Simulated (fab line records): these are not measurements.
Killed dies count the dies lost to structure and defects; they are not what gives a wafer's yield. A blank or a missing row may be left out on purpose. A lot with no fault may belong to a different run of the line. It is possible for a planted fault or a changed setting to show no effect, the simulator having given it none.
Comparing a struck lot with a sound one | flow n5-finfet | 21 steps out of a route of 1938
Sound: wafers L903.1, L903.2, L903.4. Struck: wafer L912.5 (left out: L912.2, L912.6 of the same lot, which were not struck); the cause appears at the end.
At each step with rows: each side's tool, then ch and its chambers, then its first start. Under that, the readings that differ: sound wafers | struck wafers | difference of the means | sigmas: that difference in standard deviations of wafers without a fault.
alike: readings with means less than 2 such deviations apart, plus words and numbers identical on both sides. not compared: withheld readings, readings lacking a value on some wafer, bounds such as >300 that could conceal the same value, and numbers that have no deviation in the record and whose values overlap.
Wherever a step has rows on one side only, a row that says differs or no value, or a row with sigmas, the two part there. Non-overlapping numbers with no deviation appear without sigmas and do not part them. A reading missing from all wafers of one side parts the sides only when that side holds two or more wafers.

first, 9 steps without rows for these wafers: N5_MIM_BOT_LITHO_DESCUM_10 (chemistry O2, time 7.9 s); N5_MIM_BOT_ETCH_ETCH_04 (etches SiNx in CF4/O2, target depth 26 nm, time 13 s); N5_MIM_BOT_ETCH_ETCH_03 (etches the open film in Cl2/BCl3, target depth 12 nm); N5_MIM_BOT_ETCH_ETCH_00 (etches TiN in Cl2/BCl3, target depth 45.5 nm); N5_MIM_BOT_ETCH_STRIP_01 (strips in O2); N5_MIM_BOT_ETCH_STRIP_02 (strips in post etch residue remover, time 1200 s); N5_MIM_BOT_ETCH_CLEAN_05 (cleans in IPA, time 180 s); N5_MIM_BOT_ETCH_SRD_06 (time 30 s); N5_PASSIVATION_PECVD_55 (deposits SiO2 from SiH4/N2O, target thk 400 nm, time 22.5 s).
N5_PASSIVATION_PECVD_01: deposits SiNx from SiH4/NH3/N2, target thk 200 nm, time 43.2 s.
  sound on pecvd-01 ch 0,1,2, day 12 20:26; struck on pecvd-01 ch 2, day 15 11:11
  alike: heater-power-outer-w, heater-power-w, showerhead-plenum-p-Torr, showerhead-vpp-V, throttle-valve-pct
then, 8 steps without rows for these wafers: N5_PASSIVATION_HMDS_03 (time 60 s); N5_PASSIVATION_COAT_04; N5_PASSIVATION_EBR_06; N5_PASSIVATION_SOFTBAKE_05 (time 90 s); N5_PASSIVATION_EXPOSE_07 (exposes mask TV, defocus 0 nm, target cd 3000 nm); N5_PASSIVATION_PEB_08; N5_PASSIVATION_DEVELOP_09 (develop time 60 s); N5_PASSIVATION_HARDBAKE_11 (time 120 s).
N5_PASSIVATION_INSPECT_61: inspects for defects (macro).
  sound: defect-inspect-01 at day 12 21:05; struck: defect-inspect-01 at day 15 12:26
  reading          | sound | struck | difference | sigmas
  raw-defect-count | 3 3 1 | >300   | differs    |
then, 1 step without rows for these wafers: N5_PASSIVATION_DESCUM_12 (chemistry O2, time 7.9 s).
N5_PASSIVATION_PROBE_49:
  sound: prober-02 at day 13 06:58; struck: prober-02 at day 15 20:54
  reading                  | sound          | struck | difference | sigmas
  defect-limited-yield (%) | 90.6 91.2 89.6 | 81.2   | -9.3       | -6
  killed-at-other          | 2 2 5          | 100    | +97        | +29
  killed-dies              | 111 104 123    | 222    | +109       | +6
  killed-on-rim            | 13 12 15       | 33     | +20        | +5
  sort_bin_5_function (%)  | 5.3 4.9 6.9    | 9.7    | +4.0       | +4
  sort_bin_6_memory (%)    | 3.6 3.5 3.3    | 6.1    | +2.6       | +4
  sort-n-pass              | 1069 1076 1057 | 958    | -109       | -6
  sort-yield-pct (%)       | 90.6 91.2 89.6 | 81.2   | -9.3       | -6
  alike: killed_at_M0_to_M3, killed_at_M4_up, killed-at-contacts, killed-at-front-end, killed-open, killed-short

== WHERE THEY PART ==
At N5_PASSIVATION_INSPECT_61 first; at N5_PASSIVATION_PROBE_49 last (within this record only).

WHY: what had been put in by the simulator
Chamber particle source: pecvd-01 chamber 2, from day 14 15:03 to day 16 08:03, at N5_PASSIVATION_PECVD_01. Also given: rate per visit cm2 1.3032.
